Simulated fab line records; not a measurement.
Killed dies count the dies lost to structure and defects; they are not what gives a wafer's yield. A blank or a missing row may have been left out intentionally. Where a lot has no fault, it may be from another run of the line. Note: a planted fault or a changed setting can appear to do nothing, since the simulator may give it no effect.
Which tool did it? -- flow n5_finfet -- 72 wafers from 24 lots sampled at 5 of the route's 1938 steps

== WHAT THE GAUGES READ, wafer by wafer ==
N5_BEOL_M2_RS_MEAS_58: uses a four-point probe to measure.
lot,measured,on,M2_RS (ohm/sq)
L074,day 7 02:19,film_metro-01,0.71 0.69 0.71
L075,day 7 05:52,film_metro-01,0.66 0.68 0.67
L077,day 7 16:01,film_metro-01,0.66 0.70 0.70
L078,day 7 21:26,film_metro-02,0.62 0.65 0.64
L079,day 8 01:04,film_metro-01,0.68 0.71 0.72
L080,day 8 07:17,film_metro-01,0.65 0.71 0.64
L081,day 8 08:28,film_metro-02,0.68 0.67 0.64
L082,day 8 20:56,film_metro-01,0.63 0.63 0.67
L083,day 9 04:52,film_metro-01,0.67 0.66 0.67
L084,day 9 09:51,film_metro-02,0.64 0.64 0.66
L085,day 9 14:46,film_metro-02,0.71 0.69 0.71
L086,day 9 23:35,film_metro-02,0.71 0.70 0.66
L087,day 10 05:28,film_metro-01,0.69 0.71 0.68
L088,day 10 07:26,film_metro-01,0.70 0.70 0.69
L089,day 10 08:05,film_metro-02,0.72 0.69 0.67
L090,day 10 20:20,film_metro-02,0.65 0.72 0.75
L091,day 11 01:07,film_metro-02,0.68 0.67 0.77
L092,day 11 08:31,film_metro-02,0.66 0.73 0.63
L093,day 11 17:22,film_metro-02,0.71 0.68 0.70
L076,day 12 13:56,film_metro-01,0.68 0.62 0.65
L094,day 12 13:50,film_metro-01,0.65 0.70 0.67
L095,day 12 18:55,film_metro-01,0.73 0.67 0.77
L097,day 13 11:04,film_metro-02,0.65 0.67 0.64
L096,day 13 15:19,film_metro-02,0.66 0.67 0.68

N5_BEOL_M3_CD_MEAS_28: target cd 25.7 nm, target cd y 23.3 nm.
lot,measured,on,cd_nm (nm)
L074,day 7 04:05,cd_sem-03,25.94 25.92 25.79
L075,day 7 08:19,cd_sem-03,25.62 25.22 25.35
L077,day 7 18:58,cd_sem-01,25.91 25.91 25.83
L078,day 7 23:13,cd_sem-01,25.51 25.88 25.84
L079,day 8 03:34,cd_sem-01,25.94 25.89 26.36
L080,day 8 10:13,cd_sem-01,25.76 25.54 25.87
L081,day 8 10:35,cd_sem-02,25.69 25.66 25.51
L082,day 8 23:31,cd_sem-03,25.88 25.96 25.80
L083,day 9 07:22,cd_sem-01,25.75 25.63 25.99
L084,day 9 12:41,cd_sem-01,25.70 25.78 25.87
L085,day 9 18:32,cd_sem-03,25.56 25.60 25.50
L086,day 10 01:46,cd_sem-03,25.43 25.99 25.86
L087,day 10 09:04,cd_sem-01,25.73 25.61 25.76
L088,day 10 09:24,cd_sem-01,25.93 25.96 25.63
L089,day 10 10:11,cd_sem-03,25.64 25.77 25.44
L090,day 10 22:44,cd_sem-02,25.77 25.90 25.76
L091,day 11 02:52,cd_sem-02,25.71 26.21 26.12
L092,day 11 10:32,cd_sem-02,25.61 25.52 26.29
L093,day 11 19:05,cd_sem-02,25.98 26.24 25.65
L076,day 12 16:36,cd_sem-03,25.77 25.53 25.88
L094,day 12 16:23,cd_sem-01,25.60 25.62 26.05
L095,day 12 22:51,cd_sem-03,25.38 25.26 25.38
L097,day 13 13:12,cd_sem-02,25.77 26.17 25.75
L096,day 13 20:09,cd_sem-03,25.96 25.78 25.90

== WHAT TOOL EACH LOT RAN ON (gives the tool, then ch and the chambers of the sampled wafers, and finally the start) ==
lot,N5_BEOL_M2_ANNEAL_93,N5_BEOL_M2_SPUTTER_94,N5_BEOL_M2_CMP_52
L074,"pvd_sputter-01, day 7 00:52","pvd_sputter-01, day 7 01:00","cmp-04 ch 2,3, day 7 01:46"
L075,"pvd_sputter-01, day 7 04:28","pvd_sputter-01, day 7 04:36","cmp-04 ch 0,1, day 7 05:19"
L077,"pvd_sputter-03, day 7 14:37","pvd_sputter-03, day 7 14:45","cmp-04 ch 0,1,3, day 7 15:28"
L078,"pvd_sputter-02, day 7 20:01","pvd_sputter-02, day 7 20:10","cmp-02 ch 0,2,3, day 7 20:52"
L079,"pvd_sputter-03, day 7 23:39","pvd_sputter-03, day 7 23:47","cmp-02 ch 2,3, day 8 00:31"
L080,"pvd_sputter-01, day 8 05:53","pvd_sputter-01, day 8 06:01","cmp-02 ch 0,1,3, day 8 06:44"
L081,"pvd_sputter-02, day 8 06:49","pvd_sputter-02, day 8 06:58","cmp-03 ch 1,2, day 8 07:55"
L082,"pvd_sputter-02, day 8 19:24","pvd_sputter-02, day 8 19:32","cmp-02 ch 0,3, day 8 20:21"
L083,"pvd_sputter-01, day 9 03:28","pvd_sputter-01, day 9 03:36","cmp-04 ch 0,3, day 9 04:21"
L084,"pvd_sputter-03, day 9 08:27","pvd_sputter-03, day 9 08:35","cmp-04 ch 0,1,3, day 9 09:22"
L085,"pvd_sputter-01, day 9 13:15","pvd_sputter-01, day 9 13:23","cmp-04 ch 0,1,2, day 9 14:15"
L086,"pvd_sputter-02, day 9 21:52","pvd_sputter-02, day 9 22:01","cmp-02 ch 0,1,3, day 9 22:58"
L087,"pvd_sputter-03, day 10 03:50","pvd_sputter-03, day 10 03:59","cmp-04 ch 1,2, day 10 04:55"
L088,"pvd_sputter-02, day 10 06:00","pvd_sputter-02, day 10 06:08","cmp-04 ch 0,1,2, day 10 06:56"
L089,"pvd_sputter-01, day 10 06:35","pvd_sputter-01, day 10 06:44","cmp-04 ch 1,2,3, day 10 07:34"
L090,"pvd_sputter-01, day 10 18:56","pvd_sputter-01, day 10 19:05","cmp-02 ch 1,2,3, day 10 19:52"
L091,"pvd_sputter-01, day 10 23:41","pvd_sputter-01, day 10 23:49","cmp-04 ch 1,2,3, day 11 00:32"
L092,"pvd_sputter-03, day 11 07:06","pvd_sputter-03, day 11 07:14","cmp-02 ch 1,3, day 11 07:59"
L093,"pvd_sputter-03, day 11 15:57","pvd_sputter-03, day 11 16:05","cmp-04 ch 0,1,3, day 11 16:51"
L076,"pvd_sputter-01, day 12 12:14","pvd_sputter-01, day 12 12:22","cmp-02 ch 0,1, day 12 13:21"
L094,"pvd_sputter-03, day 12 12:25","pvd_sputter-03, day 12 12:34","cmp-04 ch 2,3, day 12 13:19"
L095,"pvd_sputter-02, day 12 17:15","pvd_sputter-02, day 12 17:23","cmp-03 ch 0,1, day 12 18:12"
L097,"pvd_sputter-03, day 13 09:35","pvd_sputter-03, day 13 09:44","cmp-03 ch 0,1,2, day 13 10:29"
L096,"pvd_sputter-02, day 13 13:51","pvd_sputter-02, day 13 13:59","cmp-04 ch 0,2,3, day 13 14:42"
- N5_BEOL_M2_ANNEAL_93: time 240 s.
- N5_BEOL_M2_SPUTTER_94: material Cu, target thk 4.5 nm, time 8.29 s.
- N5_BEOL_M2_CMP_52: polishes, stops on SiOC, t overpolish 6.8 s, target thk 40 nm.

== AS READ BY THE TOOLS THEMSELVES (means over the sampled wafers that have a number; for cases with no such wafer, the mark the record gives instead) ==
N5_BEOL_M2_ANNEAL_93.
lot,tool,heater_power_w (W),susceptor_temp_C (C)
L074,pvd_sputter-01,808,400.07
L075,pvd_sputter-01,794,400.26
L077,pvd_sputter-03,800,399.88
L078,pvd_sputter-02,804,399.94
L079,pvd_sputter-03,776,399.96
L080,pvd_sputter-01,815,399.78
L081,pvd_sputter-02,794,400.04
L082,pvd_sputter-02,812,400.13
L083,pvd_sputter-01,849,400.02
L084,pvd_sputter-03,782,399.83
L085,pvd_sputter-01,823,399.93
L086,pvd_sputter-02,791,399.83
L087,pvd_sputter-03,782,400.01
L088,pvd_sputter-02,785,400.10
L089,pvd_sputter-01,818,399.87
L090,pvd_sputter-01,793,399.90
L091,pvd_sputter-01,821,399.87
L092,pvd_sputter-03,788,400.15
L093,pvd_sputter-03,778,400.31
L076,pvd_sputter-01,801,399.89
L094,pvd_sputter-03,766,399.89
L095,pvd_sputter-02,820,400.09
L097,pvd_sputter-03,795,400.05
L096,pvd_sputter-02,826,400.22

N5_BEOL_M2_SPUTTER_94.
lot,tool,chuck_sensor_temp_C (C),susceptor_temp_C (C),throttle_valve_pct (%)
L074,pvd_sputter-01,-15.9,-20.04,28.9
L075,pvd_sputter-01,-15.8,-19.91,28.9
L077,pvd_sputter-03,-15.8,-20.01,28.2
L078,pvd_sputter-02,-16.2,-20.09,30.5
L079,pvd_sputter-03,-15.9,-19.95,28.3
L080,pvd_sputter-01,-16.2,-20.05,29.9
L081,pvd_sputter-02,-16.2,-20.04,30.8
L082,pvd_sputter-02,-16.0,-19.97,29.6
L083,pvd_sputter-01,-16.5,-20.03,29.0
L084,pvd_sputter-03,-15.8,-20.03,28.0
L085,pvd_sputter-01,-16.2,-20.01,30.0
L086,pvd_sputter-02,-16.2,-20.03,30.1
L087,pvd_sputter-03,-16.0,-20.05,28.1
L088,pvd_sputter-02,-16.4,-19.86,30.9
L089,pvd_sputter-01,-16.0,-20.04,29.8
L090,pvd_sputter-01,-15.9,-20.02,29.0
L091,pvd_sputter-01,-16.0,-19.97,30.0
L092,pvd_sputter-03,-15.8,-19.96,29.4
L093,pvd_sputter-03,-15.8,-19.95,28.8
L076,pvd_sputter-01,-15.9,-20.05,29.0
L094,pvd_sputter-03,-15.9,-20.10,28.0
L095,pvd_sputter-02,-16.2,-20.02,30.5
L097,pvd_sputter-03,-15.8,-19.96,29.0
L096,pvd_sputter-02,-15.9,-19.96,29.7

N5_BEOL_M2_CMP_52.
lot,tool,barrier_field_endpoint_s (s),motor_current_A (A),overpolish_run_s (s),retaining_ring_pressure_frac,time_to_endpoint_s (s)
L074,cmp-04,25.4,6.9,6.797,1.002,64
L075,cmp-04,24.7,6.0,6.792,0.997,61
L077,cmp-04,24.7,6.6,6.795,0.998,63
L078,cmp-02,25.4,6.2,6.799,1.000,62
L079,cmp-02,24.7,6.8,6.801,1.001,63
L080,cmp-02,24.7,6.6,6.793,1.000,60
L081,cmp-03,25.1,5.4,6.800,0.998,68
L082,cmp-02,25.0,6.1,6.805,1.003,64
L083,cmp-04,24.9,6.8,6.796,1.002,64
L084,cmp-04,24.7,6.8,6.799,0.995,67
L085,cmp-04,24.6,5.9,6.807,0.998,64
L086,cmp-02,26.0,6.7,6.800,0.996,67
L087,cmp-04,24.7,6.0,6.800,1.002,64
L088,cmp-04,25.3,6.0,6.802,0.999,65
L089,cmp-04,24.6,6.7,6.787,0.997,63
L090,cmp-02,24.3,7.5,6.805,0.997,64
L091,cmp-04,25.0,6.7,6.792,0.994,62
L092,cmp-02,25.3,7.0,6.787,0.998,68
L093,cmp-04,24.4,6.7,6.801,1.007,61
L076,cmp-02,23.7,7.0,6.802,1.000,59
L094,cmp-04,24.6,7.4,6.801,0.997,61
L095,cmp-03,23.8,5.8,6.798,0.999,58
L097,cmp-03,25.0,5.8,6.804,1.002,63
L096,cmp-04,24.9,6.8,6.802,0.996,62

== THE ANSWER, worked out from the rows above alone ==
Rule: the usual values come from the lots themselves. Put in order of their means at a reading, lots are off if they are a third of the lots or fewer, leave a main group of 4 or more, and stand apart from it by a gap of 3 or more times the standard deviation of the main group's means; of several such gaps the widest counts. A main group is skipped when, at the precision printed for the reading in the tables above, its means are all equal. Also off: a lot with no number at a reading for which 4 or more lots have one. Any other lot the step has rows for is counted as sound. Order of review: gauges by route order, followed by the tools' own readings, for which a lot's mean as printed above is used. At the first step where some lot is off, the reading lying furthest off is the one used; lots without a number count as furthest.
Nothing can be told from this: no lot is off at any reading shown.

== WHAT HAD BEEN PUT IN BY THE SIMULATOR ==
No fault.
